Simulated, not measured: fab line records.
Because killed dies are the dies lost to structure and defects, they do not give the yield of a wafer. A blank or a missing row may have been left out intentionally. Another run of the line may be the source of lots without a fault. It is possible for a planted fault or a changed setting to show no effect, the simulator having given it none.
Matching of chambers	flow nand harc	4 sister chambers for NHARC_A_STAIRCASE_TRIM_187 on rie diel-05
The step chemistry O2, time 211.2 s. 8 wafers are shown with their chamber, then 9 later ones without.

== WAFERS WITH THEIR CHAMBER ==
wafer	chamber	showerhead plenum p Torr (Torr)	drypump motor current A (A)
L075.2	3	3.79	5.80
L077.4	3	3.79	5.80
L079.5	1	3.37	5.75
L084.1	1	3.36	5.74
L084.4	2	3.50	5.34
L082.1	2	3.50	5.36
L082.2	0	3.32	5.71
L082.6	0	3.32	5.72

== WAFERS WITHOUT THEIR CHAMBER ==
wafer	showerhead plenum p Torr (Torr)	drypump motor current A (A)
L093.1	3.77	5.82
L093.3	3.35	5.73
L093.5	3.31	5.71
L094.1	3.31	5.71
L094.3	3.77	5.77
L094.6	3.77	5.78
L095.1	3.31	5.71
L095.3	3.48	5.35
L095.5	3.48	5.34

== CHAMBER TAKEN BY EACH ==
wafer	from the rows above	in truth
L093.1	3	3
L093.3	1	1
L093.5	0	0
L094.1	0	0
L094.3	3	3
L094.6	3	3
L095.1	0	0
L095.3	2	2
L095.5	2	2
Correct placement for 9 of the 9. Number that these rows cannot place: 0. Placed wrongly: 0.
How it was worked out, from the rows above alone: a wafer's distance from a chamber is the root of the sum, over the readings, of the square of ((its reading less the chamber's mean) divided by the reading's scatter). If the next closest chamber is less than 2 further off than the closest, the wafer can't be placed; otherwise it belongs to the closest. The mean given for a chamber averages the wafers shown for that chamber. The scatter: take each reading less its chamber's mean, square it, sum over the shown wafers, divide by the number of wafers less the number of chambers, and take the root.
